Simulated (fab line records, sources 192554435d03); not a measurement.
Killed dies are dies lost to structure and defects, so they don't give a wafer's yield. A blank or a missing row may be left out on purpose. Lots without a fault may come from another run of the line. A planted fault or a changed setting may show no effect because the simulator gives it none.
Which tool did it? | flow n5_finfet | 11 lots, 29 wafers sampled, at 6 steps of a route of 1938

WHAT THE GAUGES READ, wafer by wafer
The record holds no reading of a measuring or inspecting step that can be judged against a usual standard deviation.

WHICH TOOL RAN EACH LOT (tool, then ch and the chambers of the sampled wafers, then the start)
lot  | N5_BEOL_M13_DESCUM_33              | N5_BEOL_M13_DEGAS_41         | N5_BEOL_M13_SPUTTER_43       | N5_BEOL_M13_CMP_49            | N5_BEOL_M13_DEP_53              | N5_PASSIVATION_PROBE_49
L503 | rie_diel-02 ch 0,1,2, day 11 18:13 | pvd_sputter-03, day 11 23:28 | pvd_sputter-03, day 11 23:33 | cmp-01 ch 0,1,2, day 12 00:29 | pecvd-02 ch 0,1,2, day 12 00:49 | -
L506 | rie_diel-04 ch 0,2, day 12 19:17   | pvd_sputter-03, day 12 22:01 | pvd_sputter-03, day 12 22:06 | cmp-03 ch 0,2, day 12 23:11   | pecvd-01 ch 0,2, day 12 23:30   | -
L507 | rie_diel-04 ch 1,2,3, day 12 19:52 | pvd_sputter-03, day 13 02:16 | pvd_sputter-03, day 13 02:20 | cmp-04 ch 0,1,3, day 13 03:04 | pecvd-02 ch 0,1,2, day 13 03:26 | -
L510 | rie_diel-03 ch 0, day 13 08:49     | pvd_sputter-03, day 13 10:35 | pvd_sputter-03, day 13 10:40 | cmp-04 ch 0, day 13 11:26     | pecvd-02 ch 0,1, day 13 11:45   | -
L509 | rie_diel-04 ch 1,2, day 13 13:14   | pvd_sputter-01, day 13 14:10 | pvd_sputter-01, day 13 14:16 | cmp-04 ch 0,1, day 13 15:35   | pecvd-04 ch 0,2, day 13 15:49   | -
L511 | rie_diel-03 ch 2,3, day 14 02:55   | pvd_sputter-02, day 14 07:02 | pvd_sputter-02, day 14 07:07 | cmp-01 ch 1,2, day 14 07:52   | pecvd-04 ch 0,1,2, day 14 08:14 | prober-02, day 15 13:52
L514 | rie_diel-03 ch 2,3, day 14 11:16   | pvd_sputter-02, day 14 15:41 | pvd_sputter-02, day 14 15:46 | cmp-03 ch 1,2,3, day 14 16:34 | pecvd-01 ch 0,1,2, day 14 16:52 | -
L513 | rie_diel-04 ch 1, day 14 16:31     | pvd_sputter-01, day 14 19:14 | pvd_sputter-01, day 14 19:19 | cmp-03 ch 1,2, day 14 20:05   | pecvd-02 ch 1,2, day 14 20:24   | -
L512 | rie_diel-03 ch 0, day 14 17:14     | pvd_sputter-02, day 14 21:14 | pvd_sputter-02, day 14 21:19 | cmp-01 ch 3, day 14 22:30     | pecvd-01 ch 0,1, day 14 22:52   | -
L523 | rie_diel-02 ch 1,2,3, day 16 22:38 | pvd_sputter-01, day 16 23:53 | pvd_sputter-01, day 16 23:58 | cmp-01 ch 0,2,3, day 17 00:53 | pecvd-01 ch 0,1,2, day 17 01:13 | -
L525 | rie_diel-02 ch 1,2,3, day 17 02:56 | pvd_sputter-03, day 17 05:13 | pvd_sputter-03, day 17 05:18 | cmp-03 ch 0,1,2, day 17 06:19 | pecvd-01 ch 0,1,2, day 17 06:36 | -
- N5_BEOL_M13_DESCUM_33: chemistry O2, time 7.9 s.
- N5_BEOL_M13_DEGAS_41: time 60 s.
- N5_BEOL_M13_SPUTTER_43: material TaN, target thk 15 nm, time 24.19 s.
- N5_BEOL_M13_CMP_49: polishes, stops on SiOC, t overpolish 17.1 s, target thk 420 nm.
- N5_BEOL_M13_DEP_53: deposits SiCN from 3MS/NH3, target thk 50 nm, time 17.8 s.
- N5_PASSIVATION_PROBE_49

WHAT THE TOOLS THEMSELVES READ (means of the sampled wafers that have a number; where no wafer has one, the mark that the record gives instead)
N5_BEOL_M13_DESCUM_33. Usual: drypump_motor_current_A 5.8 A, standard deviation 0.41; oes_product_au 0.79 a.u., standard deviation 0.072; rf_vpp_V 242.7 V, standard deviation 1.6; showerhead_plenum_p_Torr 2.07 Torr, standard deviation 0.079; temp_c 40.01 C, standard deviation 0.11; throttle_valve_pct 20.49 %, standard deviation 0.25.
lot  | tool        | drypump_motor_current_A (A) | oes_product_au (a.u.) | rf_vpp_V (V) | showerhead_plenum_p_Torr (Torr) | temp_c (C) | throttle_valve_pct (%) | flag
L503 | rie_diel-02 | 5.3                         | 0.76                  | 242.8        | 2.00                            | 39.93      | 20.30                  |
L506 | rie_diel-04 | 6.1                         | 0.81                  | 240.7        | 2.01                            | 39.99      | 20.55                  |
L507 | rie_diel-04 | 5.9                         | 0.86                  | 243.5        | 2.10                            | 40.00      | 20.39                  |
L510 | rie_diel-03 | 5.4                         | 0.70                  | 241.9        | 2.09                            | 39.89      | 21.05                  |
L509 | rie_diel-04 | 5.8                         | 0.83                  | 243.3        | 2.12                            | 40.05      | 20.39                  |
L511 | rie_diel-03 | 5.9                         | 0.79                  | 244.0        | 2.13                            | 40.09      | 20.46                  |
L514 | rie_diel-03 | 6.1                         | 0.79                  | 244.5        | 2.16                            | 40.02      | 20.49                  |
L513 | rie_diel-04 | 6.2                         | 0.76                  | 242.4        | 2.07                            | 40.09      | 20.28                  |
L512 | rie_diel-03 | 5.4                         | 0.68                  | 242.2        | 2.09                            | 39.91      | 21.05                  |
L523 | rie_diel-02 | 5.5                         | 0.81                  | 242.9        | 2.05                            | 40.01      | 20.26                  |
L525 | rie_diel-02 | 5.5                         | 0.80                  | 242.0        | 2.05                            | 39.95      | 20.27                  |

N5_BEOL_M13_DEGAS_41. Usual: heater_power_w 317 W, standard deviation 21.
lot  | tool           | heater_power_w (W) | flag
L503 | pvd_sputter-03 | 316                |
L506 | pvd_sputter-03 | 328                |
L507 | pvd_sputter-03 | 330                |
L510 | pvd_sputter-03 | 292                |
L509 | pvd_sputter-01 | 332                |
L511 | pvd_sputter-02 | 313                |
L514 | pvd_sputter-02 | 309                |
L513 | pvd_sputter-01 | 319                |
L512 | pvd_sputter-02 | 326                |
L523 | pvd_sputter-01 | 315                |
L525 | pvd_sputter-03 | 323                |

N5_BEOL_M13_SPUTTER_43. Usual: cathode_dc_power_W 15000 W, standard deviation 2.9; throttle_valve_pct 30.7 %, standard deviation 0.84.
lot  | tool           | cathode_dc_power_W (W) | throttle_valve_pct (%) | flag
L503 | pvd_sputter-03 | 15001                  | 31.1                   |
L506 | pvd_sputter-03 | 15002                  | 31.4                   |
L507 | pvd_sputter-03 | 14999                  | 31.3                   |
L510 | pvd_sputter-03 | 15001                  | 30.4                   |
L509 | pvd_sputter-01 | 15001                  | 30.0                   |
L511 | pvd_sputter-02 | 15001                  | 30.6                   |
L514 | pvd_sputter-02 | 15002                  | 30.5                   |
L513 | pvd_sputter-01 | 15001                  | 29.8                   |
L512 | pvd_sputter-02 | 14998                  | 30.4                   |
L523 | pvd_sputter-01 | 15001                  | 30.0                   |
L525 | pvd_sputter-03 | 15001                  | 31.4                   |

N5_BEOL_M13_CMP_49. Usual: barrier_field_endpoint_s 30.4 s, standard deviation 0.68; motor_current_A 5.9 A, standard deviation 0.49.
lot  | tool   | barrier_field_endpoint_s (s) | motor_current_A (A) | flag
L503 | cmp-01 | 29.9                         | 6.2                 |
L506 | cmp-03 | 29.2                         | 5.4                 |
L507 | cmp-04 | 30.4                         | 6.0                 |
L510 | cmp-04 | 30.0                         | 5.7                 |
L509 | cmp-04 | 30.1                         | 6.0                 |
L511 | cmp-01 | 30.8                         | 6.1                 |
L514 | cmp-03 | 30.7                         | 5.7                 |
L513 | cmp-03 | 30.1                         | 5.4                 |
L512 | cmp-01 | 36.9                         | 5.7                 | OFF
L523 | cmp-01 | 31.1                         | 6.1                 |
L525 | cmp-03 | 30.1                         | 5.3                 |

N5_BEOL_M13_DEP_53. Usual: showerhead_plenum_p_Torr 4.150 Torr, standard deviation 0.024; throttle_valve_pct 17.8 %, standard deviation 1.1.
lot  | tool     | showerhead_plenum_p_Torr (Torr) | throttle_valve_pct (%) | flag
L503 | pecvd-02 | 4.159                           | 17.5                   |
L506 | pecvd-01 | 4.138                           | 17.2                   |
L507 | pecvd-02 | 4.163                           | 17.6                   |
L510 | pecvd-02 | 4.159                           | 18.3                   |
L509 | pecvd-04 | 4.169                           | 17.6                   |
L511 | pecvd-04 | 4.172                           | 17.6                   |
L514 | pecvd-01 | 4.132                           | 18.0                   |
L513 | pecvd-02 | 4.155                           | 17.5                   |
L512 | pecvd-01 | 4.133                           | 18.4                   |
L523 | pecvd-01 | 4.136                           | 18.1                   |
L525 | pecvd-01 | 4.122                           | 18.1                   |

N5_PASSIVATION_PROBE_49. Usual: defect_limited_yield 91.3 %, standard deviation 1.5; killed_at_M0_to_M3 31, standard deviation 11; killed_at_M4_up 14, standard deviation 5.1; killed_at_contacts 12, standard deviation 5.6; killed_at_front_end 42, standard deviation 12; killed_at_other 3.8, standard deviation 2.9; killed_dies 103, standard deviation 18; killed_open 67, standard deviation 14; killed_short 33, standard deviation 8; sort_bin_5_function 5.1 %, standard deviation 1; sort_bin_6_memory 3.2 %, standard deviation 0.75; sort_n_pass 1077, standard deviation 18; sort_yield_pct 91.3 %, standard deviation 1.5.
lot  | tool      | defect_limited_yield (%) | killed_at_M0_to_M3 | killed_at_M4_up | killed_at_contacts | killed_at_front_end | killed_at_other | killed_dies | killed_open | killed_short | sort_bin_5_function (%) | sort_bin_6_memory (%) | sort_n_pass | sort_yield_pct (%) | flag
L511 | prober-02 | 92.9                     | 12                 | 16              | 7                  | 42                  | 7.0             | 83          | 51          | 30           | 3.9                     | 2.9                   | 1097        | 92.9               |

THE ANSWER, worked out from the rows above alone
Rule: a lot is off if the mean of its wafers that have a number lies more than 3 standard deviations from the usual mean. A lot without any number at a reading at which 4 lots or more have one is off too. The other lots that the step has rows for count as sound. The gauges are gone through in route order, then the tools' own readings, and for those a lot's mean is taken as printed above. The first step at which some lot is off is used, and at that step the reading that is off furthest; a lot without a number counts as furthest.
Off: L512, at N5_BEOL_M13_CMP_49 (barrier_field_endpoint_s).
A tool fits if, at that step or a process step before it, it ran every lot that is off, and no sound lot after the first of them. Can't be told from this: 2 tools fit, rie_diel-03 at N5_BEOL_M13_DESCUM_33, pvd_sputter-02 at N5_BEOL_M13_DEGAS_41 and N5_BEOL_M13_SPUTTER_43.

WHAT THE SIMULATOR HAD PUT IN
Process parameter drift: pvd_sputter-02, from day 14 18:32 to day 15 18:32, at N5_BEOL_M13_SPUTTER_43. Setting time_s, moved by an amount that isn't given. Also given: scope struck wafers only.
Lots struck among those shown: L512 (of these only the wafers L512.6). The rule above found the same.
